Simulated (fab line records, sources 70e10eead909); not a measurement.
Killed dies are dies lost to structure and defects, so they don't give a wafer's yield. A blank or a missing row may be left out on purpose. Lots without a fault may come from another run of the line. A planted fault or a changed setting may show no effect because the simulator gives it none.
Which tool did it? | flow nand_harc | 15 lots, 45 wafers sampled, at 4 steps of a route of 1159

WHAT THE GAUGES READ, wafer by wafer
The record holds no reading of a measuring or inspecting step that can be judged against a usual standard deviation.

WHICH TOOL RAN EACH LOT (tool, then ch and the chambers of the sampled wafers, then the start)
lot  | NHARC_A_STAIRCASE_STRIP_238          | NHARC_A_STAIRCASE_DEP_259       | NHARC_A_STAIRCASE_PEB_287         | NHARC_A_STAIRCASE_HM_OPEN_460
L637 | plasma_asher-01 ch 0,1, day 11 14:10 | pecvd-03 ch 0,1, day 11 19:35   | litho_track-07 ch 0, day 11 20:04 | rie_diel-07 ch 0,3, no start
L636 | plasma_asher-02 ch 0,1, day 11 18:04 | pecvd-04 ch 0,1,2, day 11 22:37 | litho_track-07 ch 0, day 11 23:17 | rie_diel-07 ch 0,2,3, no start
L638 | plasma_asher-01 ch 0,1, day 11 18:58 | pecvd-03 ch 0,1,2, day 11 23:21 | litho_track-05 ch 0, day 12 00:02 | rie_diel-01 ch 0,3, no start
L641 | plasma_asher-01 ch 0,1, day 12 04:52 | pecvd-01 ch 1,2, day 12 12:41   | litho_track-02 ch 0, day 12 13:14 | rie_diel-02 ch 1,3, no start
L640 | plasma_asher-01 ch 0,1, day 12 06:47 | pecvd-03 ch 0,2, day 12 13:35   | litho_track-07 ch 0, day 12 14:14 | rie_diel-07 ch 1,2,3, no start
L643 | plasma_asher-02 ch 0,1, day 12 18:58 | pecvd-03 ch 0,1, day 13 00:15   | litho_track-07, day 13 00:46      | rie_diel-01 ch 0,1, no start
L642 | plasma_asher-02 ch 0,1, day 12 19:15 | pecvd-03 ch 1,2, day 13 01:02   | litho_track-02, day 13 01:43      | rie_diel-02 ch 0,1,3, no start
L645 | plasma_asher-02 ch 0,1, day 13 13:19 | pecvd-03 ch 1,2, day 13 19:20   | litho_track-07, day 13 20:01      | rie_diel-07 ch 0,2,3, no start
L647 | plasma_asher-02 ch 0,1, day 13 15:40 | pecvd-04 ch 0,2, day 13 20:38   | litho_track-07 ch 0, day 13 21:07 | rie_diel-01 ch 1,2,3, no start
L652 | plasma_asher-02 ch 0, day 15 12:01   | pecvd-04 ch 1,2, day 15 16:19   | litho_track-07 ch 0, day 15 16:59 | rie_diel-01 ch 2,3, no start
L654 | plasma_asher-01 ch 0,1, day 15 16:47 | pecvd-01 ch 0,1,2, day 15 23:16 | litho_track-05 ch 0, day 15 23:56 | rie_diel-02 ch 0,1,2, no start
L655 | plasma_asher-01 ch 1, day 15 19:08   | pecvd-03 ch 1,2, day 16 04:25   | litho_track-02 ch 0, day 16 04:58 | rie_diel-02 ch 1,3, no start
L656 | plasma_asher-01 ch 0, day 16 05:46   | pecvd-01 ch 0,1,2, day 16 11:49 | litho_track-02 ch 0, day 16 12:22 | rie_diel-02 ch 0,1,3, no start
L659 | plasma_asher-01 ch 0,1, day 16 13:14 | pecvd-03 ch 0,1, day 16 18:49   | litho_track-02 ch 0, day 16 19:25 | rie_diel-01 ch 1,2, no start
L658 | plasma_asher-01 ch 0,1, day 16 18:05 | pecvd-03 ch 0,1,2, day 16 23:27 | litho_track-02 ch 0, day 17 00:07 | rie_diel-01 ch 0,1,2, no start
- NHARC_A_STAIRCASE_STRIP_238: strips in O2.
- NHARC_A_STAIRCASE_DEP_259: deposits SiON, target thk 30 nm.
- NHARC_A_STAIRCASE_PEB_287: peb time 130 s.
- NHARC_A_STAIRCASE_HM_OPEN_460: chemistry O2/COS.

WHAT THE TOOLS THEMSELVES READ (means of the sampled wafers that have a number; where no wafer has one, the mark that the record gives instead)
NHARC_A_STAIRCASE_STRIP_238. Usual: drypump_motor_current_A 5.6 A, standard deviation 0.44; heater_power_w 328 W, standard deviation 22.
lot  | tool            | drypump_motor_current_A (A) | heater_power_w (W) | flag
L637 | plasma_asher-01 | 5.6                         | 339                |
L636 | plasma_asher-02 | 5.7                         | 319                |
L638 | plasma_asher-01 | 5.6                         | 338                |
L641 | plasma_asher-01 | 5.6                         | 339                |
L640 | plasma_asher-01 | 5.6                         | 338                |
L643 | plasma_asher-02 | 5.8                         | 319                |
L642 | plasma_asher-02 | 5.3                         | 302                |
L645 | plasma_asher-02 | 5.3                         | 309                |
L647 | plasma_asher-02 | 5.7                         | 314                |
L652 | plasma_asher-02 | 6.1                         | 333                |
L654 | plasma_asher-01 | 5.7                         | 340                |
L655 | plasma_asher-01 | 5.8                         | 329                |
L656 | plasma_asher-01 | 5.5                         | 359                |
L659 | plasma_asher-01 | 5.7                         | 341                |
L658 | plasma_asher-01 | 5.6                         | 352                |

NHARC_A_STAIRCASE_DEP_259. Usual: heater_power_w 725 W, standard deviation 70.
lot  | tool     | heater_power_w (W) | flag
L637 | pecvd-03 | 720                |
L636 | pecvd-04 | 734                |
L638 | pecvd-03 | 746                |
L641 | pecvd-01 | 792                |
L640 | pecvd-03 | 725                |
L643 | pecvd-03 | 705                |
L642 | pecvd-03 | 715                |
L645 | pecvd-03 | 732                |
L647 | pecvd-04 | 789                |
L652 | pecvd-04 | 779                |
L654 | pecvd-01 | 731                |
L655 | pecvd-03 | 697                |
L656 | pecvd-01 | 742                |
L659 | pecvd-03 | 666                |
L658 | pecvd-03 | 680                |

NHARC_A_STAIRCASE_PEB_287. Usual: chill_plate_temp_C 22.99 C, standard deviation 0.11; exhaust_pa 45.1 Pa, standard deviation 0.9; heater_power_total_W 123.88 W, standard deviation 0.19.
lot  | tool           | chill_plate_temp_C (C) | exhaust_pa (Pa) | heater_power_total_W (W) | flag
L637 | litho_track-07 | 23.03                  | 44.3            | 124.02                   |
L636 | litho_track-07 | 22.99                  | 45.3            | 123.91                   |
L638 | litho_track-05 | 23.01                  | 45.8            | 123.92                   |
L641 | litho_track-02 | 22.95                  | 45.8            | 123.70                   |
L640 | litho_track-07 | 22.96                  | 44.7            | 123.88                   |
L643 | litho_track-07 | -                      | -               | -                        | OFF
L642 | litho_track-02 | -                      | -               | -                        | OFF
L645 | litho_track-07 | -                      | -               | -                        | OFF
L647 | litho_track-07 | 22.89                  | 46.6            | 124.01                   |
L652 | litho_track-07 | 23.07                  | 44.2            | 123.76                   |
L654 | litho_track-05 | 23.13                  | 44.8            | 123.88                   |
L655 | litho_track-02 | 23.08                  | 46.1            | 124.03                   |
L656 | litho_track-02 | 23.06                  | 45.1            | 123.88                   |
L659 | litho_track-02 | 22.99                  | 45.6            | 123.74                   |
L658 | litho_track-02 | 23.01                  | 45.8            | 123.95                   |

NHARC_A_STAIRCASE_HM_OPEN_460. Usual: chamber_pressure_mTorr 20.002 mTorr, standard deviation 0.018; drypump_motor_current_A 5.78 A, standard deviation 0.29; mfc_ar_sccm 0.013 sccm, standard deviation 0.013; oes_product_au 1.003 a.u., standard deviation 0.012; rf_vpp_V 466.5 V, standard deviation 2.8; showerhead_plenum_p_Torr 3.09 Torr, standard deviation 0.12; throttle_valve_pct 28.331 %, standard deviation 0.0088.
lot  | tool        | chamber_pressure_mTorr (mTorr) | drypump_motor_current_A (A) | mfc_ar_sccm (sccm) | oes_product_au (a.u.) | rf_vpp_V (V) | showerhead_plenum_p_Torr (Torr) | throttle_valve_pct (%) | flag
L637 | rie_diel-07 | 20.011                         | 5.75                        | 0.011              | 0.997                 | 469.9        | 3.25                            | 28.330                 |
L636 | rie_diel-07 | 20.001                         | 5.89                        | 0.019              | 1.000                 | 469.2        | 3.21                            | 28.335                 |
L638 | rie_diel-01 | 20.005                         | 5.76                        | 0.000              | 1.016                 | 466.1        | 3.08                            | 28.329                 |
L641 | rie_diel-02 | 20.011                         | 5.58                        | 0.025              | 0.997                 | 466.3        | 3.09                            | 28.331                 |
L640 | rie_diel-07 | 19.997                         | 5.93                        | 0.013              | 1.012                 | 468.7        | 3.19                            | 28.329                 |
L643 | rie_diel-01 | 20.021                         | 5.59                        | 0.000              | 1.020                 | 465.8        | 3.08                            | 28.336                 |
L642 | rie_diel-02 | 19.992                         | 5.84                        | 0.015              | 0.999                 | 465.6        | 3.05                            | 28.336                 |
L645 | rie_diel-07 | 20.004                         | 5.89                        | 0.019              | 1.007                 | 469.6        | 3.20                            | 28.333                 |
L647 | rie_diel-01 | 20.008                         | 5.70                        | 0.010              | 1.009                 | 463.2        | 2.93                            | 28.333                 |
L652 | rie_diel-01 | 19.991                         | 5.79                        | 0.021              | 1.015                 | 469.3        | 3.23                            | 28.331                 |
L654 | rie_diel-02 | 19.999                         | 6.01                        | 0.011              | 0.987                 | 466.1        | 3.07                            | 28.337                 |
L655 | rie_diel-02 | 20.010                         | 5.86                        | 0.021              | 1.005                 | 466.5        | 3.07                            | 28.338                 |
L656 | rie_diel-02 | 19.995                         | 5.83                        | 0.015              | 0.994                 | 465.3        | 3.04                            | 28.333                 |
L659 | rie_diel-01 | 19.992                         | 5.50                        | 0.010              | 1.000                 | 466.2        | 3.07                            | 28.325                 |
L658 | rie_diel-01 | 20.002                         | 5.57                        | 0.010              | 1.003                 | 467.3        | 3.14                            | 28.334                 |

THE ANSWER, worked out from the rows above alone
Rule: a lot is off if the mean of its wafers that have a number lies more than 3 standard deviations from the usual mean. A lot without any number at a reading at which 4 lots or more have one is off too. The other lots that the step has rows for count as sound. The gauges are gone through in route order, then the tools' own readings, and for those a lot's mean is taken as printed above. The first step at which some lot is off is used, and at that step the reading that is off furthest; a lot without a number counts as furthest.
Off: L643, L642, L645, at NHARC_A_STAIRCASE_PEB_287 (chill_plate_temp_C). Without a number there: L643, L642, L645.
A tool fits if, at that step or a process step before it, it ran every lot that is off, and no sound lot after the first of them. None of those tried fits.

WHAT THE SIMULATOR HAD PUT IN
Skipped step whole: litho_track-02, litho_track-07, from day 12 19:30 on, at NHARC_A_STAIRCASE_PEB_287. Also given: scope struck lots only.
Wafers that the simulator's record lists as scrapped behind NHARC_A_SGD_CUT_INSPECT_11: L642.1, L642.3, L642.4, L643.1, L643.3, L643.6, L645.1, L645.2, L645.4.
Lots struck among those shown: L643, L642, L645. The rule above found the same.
